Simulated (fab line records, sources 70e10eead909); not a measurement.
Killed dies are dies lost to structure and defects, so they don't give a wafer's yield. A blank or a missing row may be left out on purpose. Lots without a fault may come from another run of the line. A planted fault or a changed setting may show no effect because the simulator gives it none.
Chamber matching | flow nand_harc | NHARC_A_CONTACT_DESCUM_47 on rie_diel-01: 4 sister chambers
The step chemistry O2, time 3 s. 8 wafers are shown with their chamber, then 9 later ones without.

WAFERS WITH THEIR CHAMBER
wafer  | chamber | showerhead_plenum_p_Torr (Torr) | drypump_motor_current_A (A)
L087.2 | 0       | 2.00                            | 4.9
L087.4 | 2       | 1.80                            | 5.4
L087.5 | 1       | 1.83                            | 5.1
L089.5 | 0       | 1.99                            | 4.9
L089.6 | 3       | 1.79                            | 5.8
L091.2 | 1       | 1.83                            | 5.0
L091.5 | 2       | 1.80                            | 5.3
L091.6 | 3       | 1.79                            | 5.8

WAFERS WITHOUT THEIR CHAMBER
wafer  | showerhead_plenum_p_Torr (Torr) | drypump_motor_current_A (A)
L090.3 | 1.99                            | 4.9
L090.4 | 1.79                            | 5.9
L090.5 | 1.83                            | 5.1
L092.1 | 1.83                            | 5.1
L092.5 | 1.79                            | 5.9
L092.6 | 1.99                            | 4.9
L094.1 | 1.79                            | 5.3
L094.4 | 1.83                            | 5.1
L094.6 | 1.78                            | 5.9

WHICH CHAMBER EACH WENT THROUGH
wafer  | from the rows above | in truth
L090.3 | 0                   | 0
L090.4 | 3                   | 3
L090.5 | 1                   | 1
L092.1 | 1                   | 1
L092.5 | 3                   | 3
L092.6 | 0                   | 0
L094.1 | 2                   | 2
L094.4 | 1                   | 1
L094.6 | 3                   | 3
Placed correctly: 9 of 9. Can't be placed from these rows: 0. Placed wrongly: 0.
How it was worked out, from the rows above alone: a wafer's distance from a chamber is the root of the sum, over the readings, of the square of ((its reading less the chamber's mean) divided by the reading's scatter). The wafer belongs to the nearest chamber; if the next one is less than 2 further off, it can't be placed. A chamber's mean is the mean of its shown wafers. The scatter: the root of (the sum of the squares of (reading less its chamber's mean) over the shown wafers, divided by (wafers less chambers)).
